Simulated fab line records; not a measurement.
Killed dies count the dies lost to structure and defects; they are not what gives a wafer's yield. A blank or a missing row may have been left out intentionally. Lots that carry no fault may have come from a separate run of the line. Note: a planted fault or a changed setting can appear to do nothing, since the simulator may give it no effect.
Chamber matching ; flow nandHarc ; NHARC_A_STAIRCASE_DEP_156 on pecvd-04 has 3 sister chambers
The step deposits SiNx, target thk 50 nm. 3 wafers are shown with their chamber, then 9 later ones without.

== WAFERS PAIRED WITH THEIR CHAMBERS ==
wafer;chamber;heaterPowerW (W)
L087.6;1;598
L088.1;0;709
L088.5;2;781

== WAFERS WITHOUT THEIR CHAMBER ==
wafer;heaterPowerW (W)
L091.2;636
L091.3;574
L091.6;625
L092.1;600
L092.3;816
L092.4;616
L097.2;571
L097.4;683
L097.6;697

== EACH ONE'S CHAMBER ==
wafer;from the rows above;in truth
L091.2;can't be placed: 1 or 0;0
L091.3;1;1
L091.6;1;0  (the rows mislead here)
L092.1;1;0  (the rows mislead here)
L092.3;2;2
L092.4;1;1
L097.2;1;1
L097.4;0;0
L097.6;0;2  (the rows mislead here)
Correct placement for 5 of the 9. Cannot be placed on the basis of these rows: 1; the candidates contain the true chamber in 1. 3 placed wrongly.
How it was worked out, from the rows above alone: a wafer's distance from a chamber is the root of the sum, over the readings, of the square of ((its reading less the chamber's mean) divided by the reading's scatter). The wafer belongs to the nearest chamber; if the next one is less than 2 further off, it can't be placed. For every chamber, the mean is computed from those of its wafers that are shown. The scatter: with one shown wafer a chamber, the root of the mean of the squares of how far each hidden wafer lies from its nearest shown one.
